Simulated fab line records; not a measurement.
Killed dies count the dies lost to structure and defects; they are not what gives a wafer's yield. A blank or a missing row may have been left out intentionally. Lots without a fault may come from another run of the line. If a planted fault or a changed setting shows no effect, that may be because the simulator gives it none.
Problem report, 8D (eight disciplines) form, completed by code -- flow n5Finfet -- the parts of the form that need people (team, actions taken, sign-off) are left out

## 1. THE PROBLEM
Mean of runLengthS at N5_BEOL_M2_ETCH_70: 130.6 s across 4 wafers in 3 lots; on wafers with no fault it is 153.7 s (standard deviation 0.37). That is -63 standard deviations from the usual mean.
The step: etches SOC in N2/H2, target depth 80 nm, overetch 24 nm, time 130 s.
Seen first at day 9 12:10 on rieDiel-02, wafer L760.3. Wafers with a number at this step in the record: 24, from 9 lots. Rule for "out" (also "out of limits"): further than 4 standard deviations from the usual mean. All remaining wafers that have a number are taken as sound.

## 2. WHAT IT IS, AND WHAT IT ISN'T
question,is,is not
which readings at this step,runLengthS,"drypumpMotorCurrentA, n2FlowSccm, rfVppV, showerheadPlenumPTorr, throttleValvePct"
which lots,"L760, L762, L765","L751, L754, L755, L769, L771, L774"
which wafers of those lots,"L760.3, L762.4, L765.3, L765.4","L760.1, L762.1"
read on which tools,rieDiel-02,"rieDiel-03, rieDiel-05"
when,from day 9 12:10,"up to then (10 sound wafers); but 10 sound wafers of L762, L769, L771, L774 came after"

## 3. WHAT RULES OUT EACH SUSPECT
Counting: a tool at a process step up to the reading stays a suspect if it ran every lot that is out. Sound lots after the first of them don't rule it out here, since some wafers of a struck lot are sound.
- rieDiel-02 at N5_BEOL_M2_ETCH_70 (etches SOC in N2/H2, target depth 80 nm, overetch 24 nm, time 130 s): kept. Every lot that is out went through it, the first being L760 (day 9 12:10); the last sound lot it ran before that was L755 (day 8 18:08). On those wafers its own readings are out: runLengthS.
Remaining after the count: rieDiel-02 at N5_BEOL_M2_ETCH_70.

## 4. THE CAUSE (what the simulator had put in)
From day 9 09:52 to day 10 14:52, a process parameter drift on rieDiel-02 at N5_BEOL_M2_ETCH_70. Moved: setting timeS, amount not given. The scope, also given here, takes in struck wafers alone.
Only this tool survived the counting.

## 5. THE EFFECT CHAIN, in route order
Each row: a reading whose mean over the struck wafers that have a number lies more than 3 standard deviations from the usual. Only readings whose record carries a usual standard deviation are examined. hours: median over the lots of the time between each lot's start at the first step of this table that gives one and its start at this step. sigmas: the change, counted in usual standard deviations.
hours,step,reading,usual,on struck wafers,change,sigmas
0,N5_BEOL_M2_ETCH_70,runLengthS,153.7 s,130.6,-23.1,-63
The process steps in it:
- N5_BEOL_M2_ETCH_70: etches SOC in N2/H2, target depth 80 nm, overetch 24 nm, time 130 s.
At these later measuring or inspecting steps, every struck wafer for which the step has a row has a number for every such reading, and none has moved that far: N5_BEOL_M2_OCD_MEAS_38, N5_BEOL_M4_RC_MEAS_101.

## 6. HOW IT WOULD HAVE BEEN CAUGHT EARLIER
In this record no reading fell out of limits until day 9 12:10, 2 hours after the fault had begun at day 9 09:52.
